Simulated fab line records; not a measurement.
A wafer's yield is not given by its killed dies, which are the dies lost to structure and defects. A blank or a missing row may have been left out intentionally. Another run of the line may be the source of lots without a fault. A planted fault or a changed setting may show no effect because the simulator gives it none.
Chamber matching	flow n5 finfet	N5_BEOL_M12_ETCH_59 on rie diel-05 has 4 sister chambers
The step etches BARC in N2/H2, target depth 89 nm, overetch 26.7 nm, time 67.9 s. 4 wafers are shown with their chamber, then 8 later ones without.

## WAFERS WITH THEIR CHAMBER
wafer	chamber	throttle valve pct (%)
L221.3	3	17.3
L222.5	2	18.2
L222.6	1	17.6
L232.2	0	17.9

## WAFERS WITHOUT THEIR CHAMBER
wafer	throttle valve pct (%)
L232.3	17.6
L232.4	17.7
L233.2	17.7
L233.4	17.9
L233.6	17.4
L234.3	17.4
L234.5	17.6
L234.6	17.8

## CHAMBER TAKEN BY EACH
wafer	from the rows above	in truth
L232.3	1	1
L232.4	can't be placed: 1 or 0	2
L233.2	can't be placed: 1 or 0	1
L233.4	0	0
L233.6	can't be placed: 3 or 1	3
L234.3	can't be placed: 3 or 1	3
L234.5	1	1
L234.6	can't be placed: 0 or 1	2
Correct placement for 3 of the 8. These rows do not allow placing 5 (true chamber among the candidates in 3). 0 placed wrongly.
How it was worked out, from the rows above alone: a wafer's distance from a chamber is the root of the sum, over the readings, of the square of ((its reading less the chamber's mean) divided by the reading's scatter). The wafer belongs to the nearest chamber; if the next one is less than 2 further off, it can't be placed. For every chamber, the mean is computed from those of its wafers that are shown. The scatter (one wafer shown for each chamber): square how far every hidden wafer sits from the nearest shown wafer, average those squares and take the square root.
